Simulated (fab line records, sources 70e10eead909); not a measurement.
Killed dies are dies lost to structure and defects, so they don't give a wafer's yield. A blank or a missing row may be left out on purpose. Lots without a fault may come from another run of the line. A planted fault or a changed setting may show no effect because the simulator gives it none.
A struck lot beside a sound one | flow nand_harc | 14 steps out of a route of 1302
Sound: wafers L111.2, L111.4, L111.5. Struck: wafer L119.4. (L119.5, L119.6 of the same lot were not struck and are left out.) The cause comes at the end.
At each step with rows: each side's tool, then ch and its chambers, then its first start. Under that, the readings that differ: sound wafers | struck wafers | difference of the means | sigmas: that difference in standard deviations of wafers without a fault.
alike: readings whose means differ by less than 2 such deviations, and words and numbers that are the same on both sides. not compared: withheld readings, readings that some wafer has no value for, bounds like >300 that may hide the same value, and numbers for which the record gives no deviation and whose values overlap.
The two part at a step that has a row with sigmas, a row that says differs or no value, or rows on one side only. Numbers that don't overlap but have no deviation are shown without sigmas and don't part them. A reading that every wafer of one side lacks parts them only if that side has two wafers or more.

NHARC_A_CONTACT_ETCH_137: etches the open film in C4F8/O2/Ar, time 311 s, target depth 1912 nm.
  sound on har_cap_etch-01 ch 0,1, day 26 01:08; struck on har_cap_etch-02 ch 0, day 28 18:43
  not compared: rf_hours_counter_h
then, 1 step without rows for these wafers: NHARC_A_CONTACT_ETCH_138 (etches the open film in C4F8/O2/Ar, time 311 s, target depth 1914 nm).
NHARC_A_CONTACT_ETCH_139: etches the open film in C4F8/O2/Ar, time 195 s, target depth 840 nm.
  sound on har_cap_etch-01 ch 0,1, day 26 01:52; struck on har_cap_etch-02 ch 0, day 28 19:15
  not compared: rf_hours_counter_h
then, 1 step without rows for these wafers: NHARC_A_CONTACT_ETCH_92 (etches the open film in CH3F/O2, target depth 40 nm, time 85.7 s).
NHARC_A_CONTACT_ETCH_98: etches the open film in C4F6/O2, target depth 20 nm, time 10 s.
  sound on rie_diel-08 ch 0,1,3, day 26 02:37; struck on rie_diel-13 ch 0
  reading                         | sound          | struck | difference | sigmas
  rf_vpp_V (V)                    | 542 545 544    | 553    | +9         | +2
  showerhead_plenum_p_Torr (Torr) | 3.66 3.91 3.82 | 4.21   | +0.41      | +2
  alike: drypump_motor_current_A, oes_product_au, throttle_valve_pct
  not compared: rf_hours_counter_h
NHARC_A_CONTACT_CD_MEAS_15:
  sound on cd_sem-01, day 26 02:43; struck on cd_sem-02, day 28 19:54
  alike: cd_nm
then, 4 steps without rows for these wafers: NHARC_A_CONTACT_STRIP_107 (strips in N2/H2); NHARC_A_CONTACT_STRIP_108 (strips in CF4/CHF3); NHARC_A_CONTACT_STRIP_109 (strips in O2/COS); NHARC_A_CONTACT_ETCH_110 (etches the open film in CF4/O2, target depth 60 nm, overetch 6 nm, time 33 s).
NHARC_A_CONTACT_STRIP_26: strips in O2.
  sound on rie_diel-13 ch 0,2; struck on rie_diel-04 ch 2
  alike: drypump_motor_current_A, oes_product_au, rf_vpp_V, showerhead_plenum_p_Torr, throttle_valve_pct
  not compared: rf_hours_counter_h
then, 1 step without rows for these wafers: NHARC_A_CONTACT_STRIP_27 (strips in post etch residue remover, time 600 s).
NHARC_A_CONTACT_ALD_18: deposits TiN, target thk 3 nm, pulse time 1 s, ald cycles 150.
  sound on ald_metal-03 ch 0,1, day 26 03:49; struck on ald_metal-04 ch 1, day 28 20:50
  reading    | sound       | struck | difference | sigmas
  ald_cycles | 150 150 150 | 72     | -78        |
  alike: heater_power_w, precursor_pulse_height_rel
  not compared: since_wet_clean_h
NHARC_A_CONTACT_CVD_19: deposits W, target thk 300 nm, time 802 s.
  sound on cvd_w-01 ch 0; struck on cvd_w-02 ch 1
  reading             | sound             | struck | difference | sigmas
  heater_power_w (W)  | 366 366 373       | 526    | +158       | +2
  mfc_wf6_sccm (sccm) | 40.06 40.09 40.07 | 39.81  | -0.26      | -2
  alike: throttle_valve_pct
  not compared: since_wet_clean_h

WHERE THEY PART
First at NHARC_A_CONTACT_ETCH_98; last, within this record, at NHARC_A_CONTACT_CVD_19.

WHY: what the simulator had put in
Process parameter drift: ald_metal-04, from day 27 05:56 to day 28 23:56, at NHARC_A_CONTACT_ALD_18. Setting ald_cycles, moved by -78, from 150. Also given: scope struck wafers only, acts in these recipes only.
